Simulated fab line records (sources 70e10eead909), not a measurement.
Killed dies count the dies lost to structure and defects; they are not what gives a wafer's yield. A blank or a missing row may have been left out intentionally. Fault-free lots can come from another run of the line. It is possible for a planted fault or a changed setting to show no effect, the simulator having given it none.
A single fault, viewed from 2 desks ; flow nandHarc ; each desk holds nothing but its own numbers, with what lay behind them at the end

METROLOGY DESK
Lot by lot, what the gauges showed, no matter which tool ran the lot: averages of those sampled wafers that carry a number. If a lot's mean is further than 4 standard deviations from the usual mean, the lot is out of limits and carries the mark OUT (the distance appears in the brackets).
Columns: A = cdNm at NHARC_P_M1_CD_MEAS_09, usual 129.9 nm
lot;first seen here;A
L614;day 6 13:20;129.4
L616;day 7 14:40;129.6
L617;day 7 17:06;129.8
L619;day 8 20:20;130.2
L620;day 8 22:38;130.7
L621;day 9 16:26;131.4
L629;day 13 02:46;130.2
L630;day 13 07:39;129.6
L632;day 14 12:08;129.5
L633;day 14 19:26;129.9
L634;day 15 07:20;128.9
L636;day 15 22:45;129.7
This desk found nothing out of limits on any of the 12 lots.

THE DEFECT DESK
Per lot, the means of the sampled wafers with a number show what the inspections along the route counted. If a lot's mean is further than 4 standard deviations from the usual mean, the lot is out of limits and carries the mark OUT (the distance appears in the brackets).
Columns: A = rawDefectCount at NHARC_P_M1_INSPECT_11, usual 4.9
lot;first seen here;A
L614;day 6 13:28;7.0
L616;day 7 14:47;5.0
L617;day 7 17:13;6.3
L619;day 8 20:28;5.7
L620;day 8 22:46;3.7
L621;day 9 16:34;4.0
L629;day 13 02:53;6.0
L630;day 13 07:46;5.7
L632;day 14 12:16;7.3
L633;day 14 19:33;5.3
L634;day 15 07:27;4.0
L636;day 15 22:52;2.3
This desk found nothing out of limits on any of the 12 lots.

BROUGHT TOGETHER
From the metrology desk's view, nothing was out of limits.
The defect desk saw nothing out of limits.

WHAT HAD BEEN PUT IN BY THE SIMULATOR
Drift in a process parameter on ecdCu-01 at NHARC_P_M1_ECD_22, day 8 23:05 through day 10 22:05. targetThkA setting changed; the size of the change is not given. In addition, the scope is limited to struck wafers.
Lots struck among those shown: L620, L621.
